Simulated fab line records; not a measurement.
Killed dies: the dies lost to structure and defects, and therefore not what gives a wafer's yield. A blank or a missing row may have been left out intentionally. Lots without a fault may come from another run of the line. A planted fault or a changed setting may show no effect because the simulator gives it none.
Matching of chambers :: flow n5Finfet :: 4 sister chambers for N5_HKMG_FIN_ALD_75 on aldHk-01
The step deposits Al2O3, target thk 1 nm, co reactant pulse time 1 s. 16 wafers are shown with their chamber, then 8 later ones without.

## WAFERS PAIRED WITH THEIR CHAMBERS
wafer: L075.3
chamber: 0
heaterPowerW (W): 141
precursorPulseHeightRel: 1.002

wafer: L075.5
chamber: 3
heaterPowerW (W): 132
precursorPulseHeightRel: 1.004

wafer: L075.6
chamber: 2
heaterPowerW (W): 130
precursorPulseHeightRel: 0.982

wafer: L081.2
chamber: 2
heaterPowerW (W): 131
precursorPulseHeightRel: 1.011

wafer: L081.3
chamber: 0
heaterPowerW (W): 143
precursorPulseHeightRel: 0.972

wafer: L081.4
chamber: 1
heaterPowerW (W): 137
precursorPulseHeightRel: 1.006

wafer: L085.1
chamber: 3
heaterPowerW (W): 133
precursorPulseHeightRel: 0.992

wafer: L085.2
chamber: 0
heaterPowerW (W): 148
precursorPulseHeightRel: 0.993

wafer: L085.4
chamber: 1
heaterPowerW (W): 138
precursorPulseHeightRel: 1.009

wafer: L088.1
chamber: 2
heaterPowerW (W): 132
precursorPulseHeightRel: 1.003

wafer: L088.2
chamber: 1
heaterPowerW (W): 138
precursorPulseHeightRel: 0.973

wafer: L088.6
chamber: 0
heaterPowerW (W): 141
precursorPulseHeightRel: 1.031

wafer: L090.1
chamber: 3
heaterPowerW (W): 131
precursorPulseHeightRel: 0.967

wafer: L090.3
chamber: 2
heaterPowerW (W): 131
precursorPulseHeightRel: 0.979

wafer: L090.5
chamber: 3
heaterPowerW (W): 133
precursorPulseHeightRel: 0.992

wafer: L091.1
chamber: 3
heaterPowerW (W): 130
precursorPulseHeightRel: 1.019

SIGNATURES, as means of the wafers listed above
reading: heaterPowerW
chamber 0: 143.25
chamber 1: 137.67
chamber 2: 131.00
chamber 3: 131.80
scatter within a chamber: 1.88

reading: precursorPulseHeightRel
chamber 0: 0.99950
chamber 1: 0.99600
chamber 2: 0.99375
chamber 3: 0.99480
scatter within a chamber: 0.02
Rule: for a wafer and a chamber, the distance is found by dividing, reading by reading, the gap between the wafer's reading and the chamber's mean by the reading's scatter, squaring, summing and taking the root. If the next closest chamber is less than 2 further off than the closest, the wafer can't be placed; otherwise it belongs to the closest. The scatter: the root of (the sum of the squares of (reading less its chamber's mean) over the shown wafers, divided by (wafers less chambers)).

## WAFERS WITH NO CHAMBER GIVEN
wafer: L091.4
heaterPowerW (W): 129
precursorPulseHeightRel: 1.012

wafer: L091.5
heaterPowerW (W): 140
precursorPulseHeightRel: 1.023

wafer: L093.3
heaterPowerW (W): 130
precursorPulseHeightRel: 1.009

wafer: L093.4
heaterPowerW (W): 148
precursorPulseHeightRel: 1.013

wafer: L093.6
heaterPowerW (W): 133
precursorPulseHeightRel: 0.991

wafer: L094.4
heaterPowerW (W): 128
precursorPulseHeightRel: 1.032

wafer: L094.5
heaterPowerW (W): 127
precursorPulseHeightRel: 1.031

wafer: L094.6
heaterPowerW (W): 144
precursorPulseHeightRel: 1.024

## WHICH CHAMBER EACH ONE RAN IN
wafer: L091.4
from the rows above: can't be placed: 2 or 3
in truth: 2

wafer: L091.5
from the rows above: can't be placed: 1 or 0
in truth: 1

wafer: L093.3
from the rows above: can't be placed: 2 or 3
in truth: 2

wafer: L093.4
from the rows above: 0
in truth: 0

wafer: L093.6
from the rows above: can't be placed: 3 or 2 or 1
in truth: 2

wafer: L094.4
from the rows above: can't be placed: 2 or 3
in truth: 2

wafer: L094.5
from the rows above: can't be placed: 2 or 3
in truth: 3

wafer: L094.6
from the rows above: 0
in truth: 0
Correctly placed: 2 of 8. From these rows, 6 cannot be placed; in 6 the true chamber is one of the candidates. Wrongly placed: 0.
